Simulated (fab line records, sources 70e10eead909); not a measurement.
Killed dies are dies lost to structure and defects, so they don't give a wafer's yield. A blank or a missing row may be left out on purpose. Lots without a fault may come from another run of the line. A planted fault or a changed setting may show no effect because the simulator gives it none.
A struck lot beside a sound one | flow nand_harc | 14 steps out of a route of 1159
Sound: wafers L173.4, L173.5, L173.6. Struck: wafers L181.1, L181.5, L181.6. The cause comes at the end.
At each step with rows: each side's tool, then ch and its chambers, then its first start. Under that, the readings that differ: sound wafers | struck wafers | difference of the means | sigmas: that difference in standard deviations of wafers without a fault.
alike: readings whose means differ by less than 2 such deviations, and words and numbers that are the same on both sides. not compared: withheld readings, readings that some wafer has no value for, bounds like >300 that may hide the same value, and numbers for which the record gives no deviation and whose values overlap.
The two part at a step that has a row with sigmas, a row that says differs or no value, or rows on one side only. Numbers that don't overlap but have no deviation are shown without sigmas and don't part them. A reading that every wafer of one side lacks parts them only if that side has two wafers or more.

first, 1 step without rows for these wafers: NHARC_A_SGD_CUT_ETCH_26 (etches SiO2 in dHF, target depth 45.8 nm).
NHARC_A_SGD_CUT_ETCHBACK_24: etches the open film in CH3F/O2, target depth 50 nm, time 92.857 s.
  sound on rie_diel-03 ch 2,3, day 17 01:21; struck on rie_diel-07 ch 0,1,3, day 19 00:34
  reading                         | sound          | struck         | difference | sigmas
  drypump_motor_current_A (A)     | 4.9 4.9 4.8    | 5.6 6.1 6.2    | +1.1       | +2
  showerhead_plenum_p_Torr (Torr) | 2.56 2.56 2.63 | 2.58 2.28 2.31 | -0.19      | -2
  alike: ch3f_flow_sccm, mfc_ar_sccm, oes_product_au, rf_vpp_V, throttle_valve_pct
  not compared: rf_hours_counter_h
NHARC_A_SGD_CUT_STRIP_28: strips in O2, time 20 s.
  sound on rie_diel-03 ch 0,1,3; struck on rie_diel-07 ch 0,1,3
  alike: drypump_motor_current_A, mfc_ar_sccm, oes_product_au, rf_vpp_V, showerhead_plenum_p_Torr, throttle_valve_pct
  not compared: rf_hours_counter_h
NHARC_A_SGD_CUT_INSPECT_25:
  sound on defect_inspect-02, day 17 01:35; struck on defect_inspect-02, day 19 00:46
  alike: raw_defect_count
NHARC_A_SLIT_DEP_25: deposits SiO2, target thk 200 nm.
  sound on pecvd-03 ch 0,1,2, day 17 01:49; struck on pecvd-01 ch 0,2, day 19 00:50
  alike: chamber_pressure_Torr, heater_power_w, throttle_valve_pct
NHARC_A_SLIT_DEP_00: deposits aC, target thk 3200 nm.
  sound on acl_dep-01 ch 0, day 17 03:07; struck on acl_dep-02 ch 0, day 19 01:10
  alike: throttle_valve_pct
NHARC_A_SLIT_DEP_23: deposits SiON, target thk 100 nm.
  sound on pecvd-02 ch 0,1,2, day 17 04:13; struck on pecvd-02 ch 1,2, day 19 03:09
  alike: chamber_pressure_Torr, heater_power_w
then, 5 steps without rows for these wafers: NHARC_A_SLIT_DEHYDRATE_01 (time 120 s); NHARC_A_SLIT_HMDS_02 (time 30 s); NHARC_A_SLIT_COAT_03 (resist thk 90 nm); NHARC_A_SLIT_SOFTBAKE_04 (time 55 s); NHARC_A_SLIT_EBR_05.
NHARC_A_SLIT_EXPOSE_06: exposes mask SLIT.
  sound on arfi_scanner-01 ch 0, day 17 04:33; struck on arfi_scanner-01 ch 0, day 19 03:41
  reading              | sound             | struck            | difference | sigmas
  exposure_dose_mJ_cm2 | 60.85 60.84 60.73 | 62.27 62.19 62.27 | +1.44      | +23
  alike: mask, focus_offset_nm, stage_vel_mm_s
then, 1 step without rows for these wafers: NHARC_A_SLIT_PEB_07 (peb time 65 s).

WHERE THEY PART
First at NHARC_A_SGD_CUT_ETCHBACK_24; last, within this record, at NHARC_A_SLIT_EXPOSE_06.

WHY: what the simulator had put in
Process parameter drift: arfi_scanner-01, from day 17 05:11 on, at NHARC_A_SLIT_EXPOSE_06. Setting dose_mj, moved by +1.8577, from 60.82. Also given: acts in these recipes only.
